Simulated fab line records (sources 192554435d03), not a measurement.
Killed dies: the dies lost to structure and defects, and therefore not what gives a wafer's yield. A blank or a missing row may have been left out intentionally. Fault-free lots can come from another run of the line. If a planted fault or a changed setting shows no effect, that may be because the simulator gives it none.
Chamber matching | flow n5 finfet | 4 sister chambers for N5_BEOL_M5_ETCH_67 on rie diel-02
The step etches SiARC in CF4, target depth 15.6 nm, time 26 s. 8 wafers are shown with their chamber, then 8 later ones without.

== WAFERS, EACH WITH ITS CHAMBER ==
wafer  | chamber | showerhead plenum p Torr (Torr) | throttle valve pct (%)
L075.6 | 1       | 2.19                            | 15.32
L082.5 | 3       | 2.07                            | 15.99
L085.2 | 3       | 2.07                            | 15.98
L085.3 | 2       | 2.22                            | 15.77
L089.2 | 2       | 2.22                            | 15.81
L089.3 | 0       | 2.09                            | 15.47
L089.5 | 0       | 2.09                            | 15.48
L088.1 | 1       | 2.18                            | 15.35

== WAFERS WITHOUT THEIR CHAMBER ==
wafer  | showerhead plenum p Torr (Torr) | throttle valve pct (%)
L088.2 | 2.09                            | 15.48
L088.4 | 2.21                            | 15.79
L091.1 | 2.07                            | 16.04
L091.3 | 2.08                            | 15.50
L091.6 | 2.08                            | 15.50
L095.4 | 2.06                            | 16.04
L095.5 | 2.08                            | 15.51
L095.6 | 2.18                            | 15.40

== WHICH CHAMBER EACH ONE RAN IN ==
wafer  | from the rows above | in truth
L088.2 | 0                   | 0
L088.4 | 2                   | 2
L091.1 | 3                   | 3
L091.3 | 0                   | 0
L091.6 | 0                   | 0
L095.4 | 3                   | 3
L095.5 | 0                   | 0
L095.6 | 1                   | 1
Placed correctly: 8 of 8. Number that these rows cannot place: 0. Number placed wrongly: 0.
How it was worked out, from the rows above alone: a wafer's distance from a chamber is the root of the sum, over the readings, of the square of ((its reading less the chamber's mean) divided by the reading's scatter). If the next closest chamber is less than 2 further off than the closest, the wafer can't be placed; otherwise it belongs to the closest. Each chamber's mean is taken over the wafers shown for it. The scatter is the square root of a quotient: the sum, over the shown wafers, of each reading's squared deviation from its chamber's mean, divided by wafers minus chambers.
